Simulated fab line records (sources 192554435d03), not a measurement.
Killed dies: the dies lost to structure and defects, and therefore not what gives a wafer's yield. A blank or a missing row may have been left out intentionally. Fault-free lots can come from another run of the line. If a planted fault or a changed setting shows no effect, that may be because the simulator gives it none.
Problem report in the 8D (eight disciplines) form, filled by code    flow n5 finfet    the parts of the form that need people (team, actions taken, sign-off) are left out
Where a reading is given only as a bound, like >300, the bound stands for it, and a mean or a difference that rests on one is marked > or <: the true number lies beyond.

1. THE PROBLEM
raw defect count at N5_HKMG_FIN_INSPECT_14 reads a mean of >300 on 2 wafers of 2 lots; wafers without a fault read 2.2 with a standard deviation of 1.5. That is +99 or more standard deviations from the usual mean.
The step: inspects for defects (macro).
First observed at day 8 08:50: wafer L780.3, on defect inspect-02. At this step, 31 wafers from 11 lots have a number in the record. By rule, "out" or "out of limits" means more than 4 standard deviations away from the usual mean. All remaining wafers that have a number are taken as sound.

2. WHAT IT IS, AND WHAT IT ISN'T
question                     is                                    is not
which readings at this step  raw defect count                      -
which lots                   L780, L781                            L764, L767, L768, L772, L773, L774, L783, L784, L786
which wafers of those lots   L780.3, L781.5                        L780.1, L781.2, L781.4
read on which gauges         defect inspect-01, defect inspect-02  -
when                         from day 8 08:50                      up to then (18 sound wafers); but 11 sound wafers of L781, L783, L784, L786 came after

3. WHAT RULES OUT EACH SUSPECT
Counting: if a tool at a process step up to the reading ran every lot that is out, it stays a suspect. Sound lots after the first of them don't rule it out here, since some wafers of a struck lot are sound.
- the gauge at N5_HKMG_FIN_INSPECT_14: ruled out. Those wafers that are out were read across 2 gauges (defect inspect-01, defect inspect-02).
- wet bench-01 at N5_HKMG_FIN_WET_ETCH_81 (etches TiN in SC1, stops on HfO2, time 57 s, target depth 6 nm): kept. It ran every lot that is out, first L780 (day 8 07:40); its last sound lot up to then is L773 (day 6 17:14).
- Within wet bench-01 at N5_HKMG_FIN_WET_ETCH_81: the wafers that are out ran in chamber 1; their sound lot-mates ran in chambers 2, 3, 4.
After counting, what remains is wet bench-01 at N5_HKMG_FIN_WET_ETCH_81.

4. THE CAUSE (what the simulator had put in)
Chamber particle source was wet bench-01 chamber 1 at N5_HKMG_FIN_WET_ETCH_81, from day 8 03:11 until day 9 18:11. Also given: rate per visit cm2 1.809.
Only this tool survived the counting.

5. THE CHAIN OF EFFECTS, in route order
Rows list readings where the struck wafers' mean (over those with a number) sits beyond 3 standard deviations from the usual. Readings are gone through only where the record gives a usual standard deviation; hours: the median, over the lots, of the time from a lot's start at the first step in this table giving one to that lot's start at this step; sigmas: the change measured in usual standard deviations.
hours  step                     reading              usual  on struck wafers  change  sigmas
0      N5_HKMG_FIN_INSPECT_14   raw defect count     2.2    >300              >+298   +99 or more
192    N5_PASSIVATION_PROBE_49  killed at front end  41     196               +156    +14
192    N5_PASSIVATION_PROBE_49  killed dies          102    247               +145    +9.1
Its process steps:
- N5_PASSIVATION_PROBE_49

6. HOW IT WOULD HAVE BEEN CAUGHT EARLIER
In this record the first reading out of limits at a measuring or inspecting step was taken at day 8 08:50, 6 hours after the fault began at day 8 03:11.
Of the tool readings at N5_HKMG_FIN_WET_ETCH_81 for which the record gives a usual standard deviation, none was out on any struck wafer, so an alarm limit of 4 standard deviations on them would not have fired.
Lots out: 2; of these, L781 started N5_HKMG_FIN_WET_ETCH_81 on wet bench-01 after day 8 08:50. Holding the tool at that time would have saved it.
